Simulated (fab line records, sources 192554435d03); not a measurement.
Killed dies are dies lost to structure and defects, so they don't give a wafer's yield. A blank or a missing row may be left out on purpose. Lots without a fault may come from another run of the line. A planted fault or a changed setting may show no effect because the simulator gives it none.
Which tool did it? | flow n5_finfet | 24 lots, 72 wafers sampled, at 6 steps of a route of 1938

WHAT THE GAUGES READ, wafer by wafer
N5_FIN_SAQP_CD_MEAS_27: target cd 20 nm.
lot  | measured    | on        | cd_nm (nm)
L074 | day 2 02:20 | cd_sem-02 | 20.22 20.16 20.39
L075 | day 2 06:21 | cd_sem-01 | 20.45 20.41 20.06
L076 | day 2 13:07 | cd_sem-01 | 20.61 20.22 20.25
L077 | day 2 17:51 | cd_sem-02 | 20.59 20.26 20.44
L078 | day 3 00:26 | cd_sem-01 | 20.24 20.56 20.33
L079 | day 3 06:04 | cd_sem-02 | 20.50 20.37 20.26
L080 | day 3 12:13 | cd_sem-03 | 20.32 20.05 20.18
L081 | day 3 17:53 | cd_sem-01 | 20.39 20.11 19.98
L082 | day 4 00:45 | cd_sem-01 | 20.34 20.45 20.43
L083 | day 4 06:09 | cd_sem-02 | 20.34 20.35 20.30
L084 | day 4 11:52 | cd_sem-01 | 20.56 20.49 20.06
L085 | day 4 18:51 | cd_sem-02 | 20.59 20.18 20.57
L086 | day 5 00:35 | cd_sem-01 | 20.22 20.27 20.22
L087 | day 5 06:43 | cd_sem-03 | 20.60 20.90 20.64
L088 | day 5 18:26 | cd_sem-03 | 20.58 20.45 20.44
L089 | day 5 18:31 | cd_sem-02 | 19.79 20.21 21.12
L090 | day 6 00:23 | cd_sem-03 | 20.35 20.06 20.28
L091 | day 6 07:56 | cd_sem-01 | 19.86 20.02 20.59
L092 | day 6 12:28 | cd_sem-02 | 20.45 20.12 19.95
L093 | day 6 19:54 | cd_sem-01 | 20.14 20.44 20.00
L094 | day 7 01:03 | cd_sem-02 | 20.45 20.31 20.24
L095 | day 7 08:20 | cd_sem-03 | 20.11 20.21 20.17
L096 | day 7 15:56 | cd_sem-02 | 19.96 19.91 19.60
L097 | day 7 21:37 | cd_sem-03 | 20.06 19.89 20.41

N5_STI_FIN_REVEAL_CD_MEAS_22: target cd 6.238 nm, pitch 28 nm.
lot  | measured    | on        | cd_nm (nm)
L074 | day 2 18:31 | cd_sem-03 | 5.94 6.44 6.58
L075 | day 2 21:40 | cd_sem-02 | 6.32 6.09 5.94
L076 | day 3 02:07 | cd_sem-02 | 6.00 5.95 5.90
L077 | day 3 08:13 | cd_sem-03 | 6.30 5.88 5.89
L078 | day 3 12:47 | cd_sem-02 | 6.03 6.79 6.31
L079 | day 3 18:22 | cd_sem-03 | 6.10 6.47 6.24
L080 | day 4 00:47 | cd_sem-02 | 6.39 5.93 6.26
L081 | day 4 06:32 | cd_sem-02 | 5.97 6.24 6.06
L082 | day 4 13:11 | cd_sem-03 | 6.33 6.03 5.98
L083 | day 4 18:44 | cd_sem-02 | 6.12 6.60 6.01
L084 | day 5 00:29 | cd_sem-02 | 5.98 6.59 6.01
L085 | day 5 09:06 | cd_sem-03 | 6.40 6.57 6.40
L086 | day 5 14:06 | cd_sem-01 | 6.90 6.41 6.87
L087 | day 5 20:05 | cd_sem-03 | 6.20 6.36 6.61
L088 | day 6 07:10 | cd_sem-01 | 6.73 6.32 6.16
L089 | day 6 07:35 | cd_sem-01 | 6.08 6.36 6.26
L090 | day 6 15:10 | cd_sem-01 | 6.32 6.21 6.19
L091 | day 6 20:32 | cd_sem-01 | 6.34 6.15 6.62
L092 | day 7 01:38 | cd_sem-03 | 6.45 6.53 6.37
L093 | day 7 09:22 | cd_sem-02 | 6.52 5.86 6.74
L094 | day 7 14:34 | cd_sem-03 | 6.12 6.06 6.10
L095 | day 7 22:41 | cd_sem-01 | 7.00 6.53 6.56
L096 | day 8 04:49 | cd_sem-02 | 6.14 6.09 5.95
L097 | day 8 09:44 | cd_sem-03 | 6.48 6.51 6.62

WHICH TOOL RAN EACH LOT (tool, then ch and the chambers of the sampled wafers, then the start)
lot  | N5_FIN_SAQP_MANDREL_ETCH_58     | N5_FIN_SAQP_SPACER2_ETCHBACK_29   | N5_FIN_CUT_CUT_ETCH_27            | N5_STI_FIN_REVEAL_DENSIFY_30
L074 | rie_si-01 ch 2,3, day 2 02:34   | rie_diel-05 ch 1,2,3, day 2 04:28 | rie_diel-03 ch 2,3, day 2 06:12   | rtp_anneal-02 ch 0, day 2 15:02
L075 | rie_si-03 ch 0,1,3, day 2 06:32 | rie_diel-05 ch 0,3, day 2 09:43   | rie_diel-04 ch 0,1, day 2 11:40   | rtp_anneal-02 ch 0, day 2 18:13
L076 | rie_si-04 ch 1,2, day 2 13:23   | rie_diel-05 ch 1,2, day 2 14:36   | rie_diel-04 ch 1,3, day 2 16:17   | rtp_anneal-02 ch 0, day 2 22:55
L077 | rie_si-04 ch 0,3, day 2 18:02   | rie_diel-06 ch 2,3, day 2 20:20   | rie_diel-01 ch 1,3, day 2 22:15   | rtp_anneal-01 ch 0, day 3 04:55
L078 | rie_si-04 ch 0,3, day 3 00:38   | rie_diel-05 ch 0,1, day 3 01:48   | rie_diel-01 ch 1,2,3, day 3 03:29 | rtp_anneal-02 ch 0, day 3 09:26
L079 | rie_si-04 ch 0,1,3, day 3 06:15 | rie_diel-06 ch 0,3, day 3 07:32   | rie_diel-01 ch 0,1,2, day 3 09:14 | rtp_anneal-01 ch 0, day 3 15:08
L080 | rie_si-03 ch 0,1,2, day 3 12:24 | rie_diel-06 ch 2,3, day 3 13:34   | rie_diel-01 ch 1,2, day 3 15:28   | rtp_anneal-01 ch 0, day 3 21:22
L081 | rie_si-04 ch 0,2,3, day 3 18:04 | rie_diel-02 ch 0,1,3, day 3 19:28 | rie_diel-04 ch 2,3, day 3 21:10   | rtp_anneal-01 ch 0, day 4 03:14
L082 | rie_si-01 ch 0,3, day 4 00:56   | rie_diel-05 ch 1,2,3, day 4 02:10 | rie_diel-01 ch 0,3, day 4 03:51   | rtp_anneal-01 ch 0, day 4 10:03
L083 | rie_si-04 ch 2,3, day 4 06:22   | rie_diel-06 ch 1,2, day 4 07:44   | rie_diel-03 ch 1,2, day 4 09:38   | rtp_anneal-02 ch 0, day 4 15:33
L084 | rie_si-03 ch 0,1,3, day 4 12:10 | rie_diel-05 ch 1,2,3, day 4 13:21 | rie_diel-04 ch 1,2,3, day 4 15:16 | rtp_anneal-01 ch 0, day 4 21:16
L085 | rie_si-03 ch 0,2, day 4 19:02   | rie_diel-06 ch 0,2,3, day 4 21:19 | rie_diel-03 ch 0,1,2, day 4 23:07 | rtp_anneal-01 ch 0, day 5 05:58
L086 | rie_si-01 ch 2,3, day 5 00:46   | rie_diel-06 ch 0,3, day 5 03:22   | rie_diel-04 ch 1,3, day 5 05:04   | rtp_anneal-01 ch 0, day 5 10:57
L087 | rie_si-04 ch 0,1, day 5 07:04   | rie_diel-05 ch 0,1,2, day 5 08:18 | rie_diel-04 ch 0,1,2, day 5 10:12 | rtp_anneal-01 ch 0, day 5 16:32
L088 | rie_si-03 ch 2,3, day 5 18:37   | rie_diel-06 ch 1,2,3, day 5 19:49 | rie_diel-01 ch 0,1,3, day 5 21:45 | rtp_anneal-02 ch 0, day 6 03:59
L089 | rie_si-04 ch 1,2, day 5 18:41   | rie_diel-05 ch 0,1,3, day 5 20:15 | rie_diel-01 ch 0,3, day 5 22:22   | rtp_anneal-02 ch 0, day 6 04:31
L090 | rie_si-04 ch 1,3, day 6 00:34   | rie_diel-05 ch 1,2,3, day 6 03:38 | rie_diel-04 ch 0,1, day 6 05:20   | rtp_anneal-01 ch 0, day 6 12:00
L091 | rie_si-03 ch 0,1,2, day 6 08:23 | rie_diel-05 ch 0,1,3, day 6 09:34 | rie_diel-04 ch 0,1,3, day 6 11:23 | rtp_anneal-01 ch 0, day 6 17:22
L092 | rie_si-03 ch 0,1,2, day 6 12:38 | rie_diel-06 ch 0,2,3, day 6 13:58 | rie_diel-03 ch 0,1,2, day 6 15:46 | rtp_anneal-01 ch 0, day 6 22:03
L093 | rie_si-03 ch 0,1,2, day 6 20:07 | rie_diel-02 ch 0,1,2, day 6 21:34 | rie_diel-03 ch 0,1,3, day 6 23:28 | rtp_anneal-01 ch 0, day 7 06:02
L094 | rie_si-04 ch 1,2,3, day 7 01:14 | rie_diel-06 ch 1,2,3, day 7 02:24 | rie_diel-04 ch 0,2,3, day 7 05:07 | rtp_anneal-01 ch 0, day 7 11:23
L095 | rie_si-04 ch 0,1,2, day 7 08:38 | rie_diel-06 ch 1,2, day 7 11:34   | rie_diel-01 ch 0,2,3, day 7 13:26 | rtp_anneal-01 ch 0, day 7 19:19
L096 | rie_si-01 ch 0,1,2, day 7 16:35 | rie_diel-06 ch 0,1,3, day 7 17:45 | rie_diel-01 ch 0,1,2, day 7 19:44 | rtp_anneal-02 ch 0, day 8 01:42
L097 | rie_si-04 ch 0,3, day 7 21:49   | rie_diel-06 ch 0,1,3, day 7 23:01 | rie_diel-01 ch 2,3, day 8 00:42   | rtp_anneal-02 ch 0, day 8 06:37
- N5_FIN_SAQP_MANDREL_ETCH_58: etches a-Si in HBr/Cl2, stops on SiNx, target depth 45 nm, bt time 10 s, time 27 s.
- N5_FIN_SAQP_SPACER2_ETCHBACK_29: etches SiO2 in CHF3/O2, target depth 12.2 nm, time 6.1 s.
- N5_FIN_CUT_CUT_ETCH_27: etches SiO2 in CHF3/O2, target depth 4 nm, overetch 2 nm, time 4.9 s.
- N5_STI_FIN_REVEAL_DENSIFY_30

WHAT THE TOOLS THEMSELVES READ (means of the sampled wafers that have a number; where no wafer has one, the mark that the record gives instead)
N5_FIN_SAQP_MANDREL_ETCH_58.
lot  | tool      | drypump_motor_current_A (A) | oes_product_au (a.u.) | throttle_valve_pct (%)
L074 | rie_si-01 | 6.3                         | 0.693                 | 35.7
L075 | rie_si-03 | 5.4                         | 0.701                 | 35.5
L076 | rie_si-04 | 5.4                         | 0.691                 | 35.5
L077 | rie_si-04 | 5.8                         | 0.688                 | 35.8
L078 | rie_si-04 | 5.7                         | 0.696                 | 35.9
L079 | rie_si-04 | 5.4                         | 0.679                 | 35.7
L080 | rie_si-03 | 5.3                         | 0.703                 | 35.8
L081 | rie_si-04 | 6.0                         | 0.697                 | 35.8
L082 | rie_si-01 | 6.4                         | 0.694                 | 35.6
L083 | rie_si-04 | 5.8                         | 0.691                 | 35.9
L084 | rie_si-03 | 5.4                         | 0.695                 | 35.6
L085 | rie_si-03 | 5.1                         | 0.712                 | 36.2
L086 | rie_si-01 | 6.0                         | 0.698                 | 35.7
L087 | rie_si-04 | 5.2                         | 0.681                 | 35.3
L088 | rie_si-03 | 5.0                         | 0.714                 | 36.0
L089 | rie_si-04 | 6.0                         | 0.689                 | 35.6
L090 | rie_si-04 | 5.1                         | 0.684                 | 35.5
L091 | rie_si-03 | 5.3                         | 0.699                 | 35.9
L092 | rie_si-03 | 5.3                         | 0.710                 | 35.9
L093 | rie_si-03 | 5.4                         | 0.712                 | 35.9
L094 | rie_si-04 | 5.6                         | 0.694                 | 35.7
L095 | rie_si-04 | 5.8                         | 0.681                 | 35.5
L096 | rie_si-01 | 5.5                         | 0.702                 | 35.5
L097 | rie_si-04 | 5.7                         | 0.701                 | 35.7

N5_FIN_SAQP_SPACER2_ETCHBACK_29.
lot  | tool        | drypump_motor_current_A (A) | oes_o_777_au (a.u.) | oes_product_au (a.u.) | rf_vpp_V (V) | showerhead_plenum_p_Torr (Torr) | throttle_valve_pct (%)
L074 | rie_diel-05 | 6.1                         | 0.85                | 0.85                  | 530          | 2.42                            | 18.8
L075 | rie_diel-05 | 6.1                         | 0.89                | 0.91                  | 535          | 2.43                            | 18.8
L076 | rie_diel-05 | 6.6                         | 0.80                | 0.79                  | 531          | 2.45                            | 18.7
L077 | rie_diel-06 | 5.0                         | 0.74                | 0.74                  | 529          | 2.39                            | 18.8
L078 | rie_diel-05 | 6.5                         | 0.83                | 0.84                  | 536          | 2.46                            | 18.7
L079 | rie_diel-06 | 5.3                         | 0.75                | 0.75                  | 520          | 2.32                            | 18.7
L080 | rie_diel-06 | 5.0                         | 0.74                | 0.74                  | 530          | 2.38                            | 18.8
L081 | rie_diel-02 | 6.0                         | 0.82                | 0.82                  | 527          | 2.47                            | 18.9
L082 | rie_diel-05 | 6.1                         | 0.83                | 0.82                  | 529          | 2.42                            | 18.8
L083 | rie_diel-06 | 5.3                         | 0.72                | 0.73                  | 539          | 2.38                            | 19.3
L084 | rie_diel-05 | 6.1                         | 0.82                | 0.81                  | 529          | 2.42                            | 18.8
L085 | rie_diel-06 | 5.2                         | 0.72                | 0.72                  | 522          | 2.37                            | 19.0
L086 | rie_diel-06 | 5.5                         | 0.71                | 0.72                  | 515          | 2.29                            | 18.9
L087 | rie_diel-05 | 6.5                         | 0.79                | 0.79                  | 531          | 2.44                            | 18.9
L088 | rie_diel-06 | 5.1                         | 0.72                | 0.72                  | 534          | 2.38                            | 19.1
L089 | rie_diel-05 | 6.2                         | 0.83                | 0.83                  | 536          | 2.42                            | 18.8
L090 | rie_diel-05 | 6.1                         | 0.81                | 0.79                  | 529          | 2.41                            | 18.8
L091 | rie_diel-05 | 6.2                         | 0.83                | 0.83                  | 534          | 2.42                            | 18.7
L092 | rie_diel-06 | 5.2                         | 0.71                | 0.71                  | 523          | 2.37                            | 19.0
L093 | rie_diel-02 | 6.2                         | 0.80                | 0.81                  | 530          | 2.47                            | 18.8
L094 | rie_diel-06 | 5.2                         | 0.71                | 0.71                  | 534          | 2.37                            | 19.1
L095 | rie_diel-06 | 5.1                         | 0.68                | 0.69                  | 536          | 2.43                            | 19.4
L096 | rie_diel-06 | 5.4                         | 0.71                | 0.71                  | 524          | 2.30                            | 19.0
L097 | rie_diel-06 | 5.4                         | 0.71                | 0.71                  | 526          | 2.30                            | 19.0

N5_FIN_CUT_CUT_ETCH_27.
lot  | tool        | drypump_motor_current_A (A) | oes_o_777_au (a.u.) | oes_product_au (a.u.) | rf_vpp_V (V) | showerhead_plenum_p_Torr (Torr) | throttle_valve_pct (%)
L074 | rie_diel-03 | 6.5                         | 0.77                | 0.61                  | 505          | 2.37                            | 18.73
L075 | rie_diel-04 | 4.9                         | 0.77                | 0.61                  | 534          | 2.51                            | 18.59
L076 | rie_diel-04 | 5.4                         | 0.82                | 0.65                  | 535          | 2.47                            | 18.59
L077 | rie_diel-01 | 5.9                         | 0.89                | 0.71                  | 518          | 2.36                            | 18.74
L078 | rie_diel-01 | 5.5                         | 0.80                | 0.65                  | 524          | 2.37                            | 18.68
L079 | rie_diel-01 | 5.2                         | 0.77                | 0.61                  | 529          | 2.40                            | 18.74
L080 | rie_diel-01 | 5.1                         | 0.73                | 0.59                  | 532          | 2.39                            | 18.63
L081 | rie_diel-04 | 6.6                         | 0.76                | 0.61                  | 538          | 2.37                            | 18.78
L082 | rie_diel-01 | 6.1                         | 0.90                | 0.71                  | 516          | 2.40                            | 18.78
L083 | rie_diel-03 | 6.2                         | 0.83                | 0.65                  | 504          | 2.36                            | 18.66
L084 | rie_diel-04 | 6.0                         | 0.78                | 0.61                  | 536          | 2.41                            | 18.71
L085 | rie_diel-03 | 6.1                         | 0.83                | 0.67                  | 512          | 2.40                            | 18.55
L086 | rie_diel-04 | 5.4                         | 0.79                | 0.63                  | 535          | 2.46                            | 18.62
L087 | rie_diel-04 | 5.5                         | 0.73                | 0.58                  | 535          | 2.45                            | 18.70
L088 | rie_diel-01 | 5.6                         | 0.81                | 0.64                  | 523          | 2.37                            | 18.83
L089 | rie_diel-01 | 5.9                         | 0.86                | 0.67                  | 521          | 2.42                            | 18.84
L090 | rie_diel-04 | 4.9                         | 0.75                | 0.59                  | 533          | 2.50                            | 18.64
L091 | rie_diel-04 | 5.6                         | 0.77                | 0.62                  | 538          | 2.45                            | 18.65
L092 | rie_diel-03 | 6.1                         | 0.82                | 0.65                  | 511          | 2.40                            | 18.57
L093 | rie_diel-03 | 6.1                         | 0.79                | 0.64                  | 515          | 2.42                            | 18.54
L094 | rie_diel-04 | 6.2                         | 0.84                | 0.66                  | 538          | 2.40                            | 18.59
L095 | rie_diel-01 | 5.7                         | 0.80                | 0.64                  | 522          | 2.41                            | 18.75
L096 | rie_diel-01 | 5.2                         | 0.74                | 0.59                  | 527          | 2.38                            | 18.79
L097 | rie_diel-01 | 6.0                         | 0.82                | 0.66                  | 518          | 2.39                            | 18.70

N5_STI_FIN_REVEAL_DENSIFY_30.
lot  | tool          | lamp_power_pct (%) | lamp_zone_3_pct (%) | lamp_zone_4_pct (%)
L074 | rtp_anneal-02 | 11.57              | 11.526              | 11.540
L075 | rtp_anneal-02 | 11.53              | 11.536              | 11.530
L076 | rtp_anneal-02 | 11.51              | 11.534              | 11.510
L077 | rtp_anneal-01 | 11.53              | 11.534              | 11.535
L078 | rtp_anneal-02 | 11.48              | 11.543              | 11.543
L079 | rtp_anneal-01 | 11.59              | 11.515              | 11.537
L080 | rtp_anneal-01 | 11.54              | 11.541              | 11.551
L081 | rtp_anneal-01 | 11.49              | 11.525              | 11.535
L082 | rtp_anneal-01 | 11.52              | 11.523              | 11.530
L083 | rtp_anneal-02 | 11.49              | 11.516              | 11.529
L084 | rtp_anneal-01 | 11.56              | 11.525              | 11.522
L085 | rtp_anneal-01 | 11.58              | 11.530              | 11.528
L086 | rtp_anneal-01 | 11.56              | 11.531              | 11.534
L087 | rtp_anneal-01 | 11.51              | 11.529              | 11.534
L088 | rtp_anneal-02 | 11.60              | 11.543              | 11.537
L089 | rtp_anneal-02 | 11.57              | 11.530              | 11.539
L090 | rtp_anneal-01 | 11.56              | 11.532              | 11.539
L091 | rtp_anneal-01 | 11.49              | 11.539              | 11.533
L092 | rtp_anneal-01 | 11.53              | 11.528              | 11.534
L093 | rtp_anneal-01 | 11.53              | 11.520              | 11.525
L094 | rtp_anneal-01 | 11.51              | 11.532              | 11.532
L095 | rtp_anneal-01 | 11.53              | 11.537              | 11.534
L096 | rtp_anneal-02 | 11.53              | 11.551              | 11.536
L097 | rtp_anneal-02 | 11.48              | 11.519              | 11.508

THE ANSWER, worked out from the rows above alone
Rule: what is usual is taken from the lots themselves. Put in order of their means at a reading, lots are off if they are a third of the lots or fewer, leave a main group of 4 or more, and stand apart from it by a gap of 3 or more times the standard deviation of the main group's means; of several such gaps the widest counts. A main group whose means are all the same, to the digits that the tables above print for the reading, isn't used. A lot without any number at a reading at which 4 lots or more have one is off too. The other lots that the step has rows for count as sound. The gauges are gone through in route order, then the tools' own readings, and for those a lot's mean is taken as printed above. The first step at which some lot is off is used, and at that step the reading that is off furthest; a lot without a number counts as furthest.
No lot is off at any reading shown: from this, nothing can be told.

WHAT THE SIMULATOR HAD PUT IN
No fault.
